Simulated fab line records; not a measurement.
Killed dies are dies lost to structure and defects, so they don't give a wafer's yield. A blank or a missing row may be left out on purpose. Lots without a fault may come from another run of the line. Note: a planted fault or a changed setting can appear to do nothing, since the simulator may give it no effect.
Matching of chambers | flow nand_harc | NHARC_A_STAIRCASE_ETCH_313 on rie_diel-09: 4 sister chambers
The step etches the open film in CF4/CHF3. 4 wafers are shown with their chamber, then 10 later ones without.

== WAFERS, EACH WITH ITS CHAMBER ==
wafer  | chamber | showerhead_plenum_p_Torr (Torr)
L086.2 | 3       | 1.48
L086.4 | 0       | 1.54
L091.1 | 1       | 1.63
L091.2 | 2       | 1.57

== WAFERS MISSING THEIR CHAMBER ==
wafer  | showerhead_plenum_p_Torr (Torr)
L091.3 | 1.54
L090.3 | 1.48
L090.4 | 1.54
L090.6 | 1.57
L093.2 | 1.53
L093.3 | 1.57
L093.5 | 1.57
L094.1 | 1.63
L094.4 | 1.63
L094.6 | 1.56

== CHAMBER TAKEN BY EACH ==
wafer  | from the rows above | in truth
L091.3 | 0                   | 0
L090.3 | 3                   | 3
L090.4 | 0                   | 0
L090.6 | 2                   | 2
L093.2 | 0                   | 0
L093.3 | 2                   | 2
L093.5 | 2                   | 2
L094.1 | 1                   | 1
L094.4 | 1                   | 1
L094.6 | 2                   | 2
Placed correctly: 10 of 10. Left unplaced by these rows: 0. Wrongly placed: 0.
How it was worked out, from the rows above alone: a wafer's distance from a chamber is the root of the sum, over the readings, of the square of ((its reading less the chamber's mean) divided by the reading's scatter). The wafer belongs to the nearest chamber; if the next one is less than 2 further off, it can't be placed. The mean given for a chamber averages the wafers shown for that chamber. The scatter: with one shown wafer a chamber, the root of the mean of the squares of how far each hidden wafer lies from its nearest shown one.
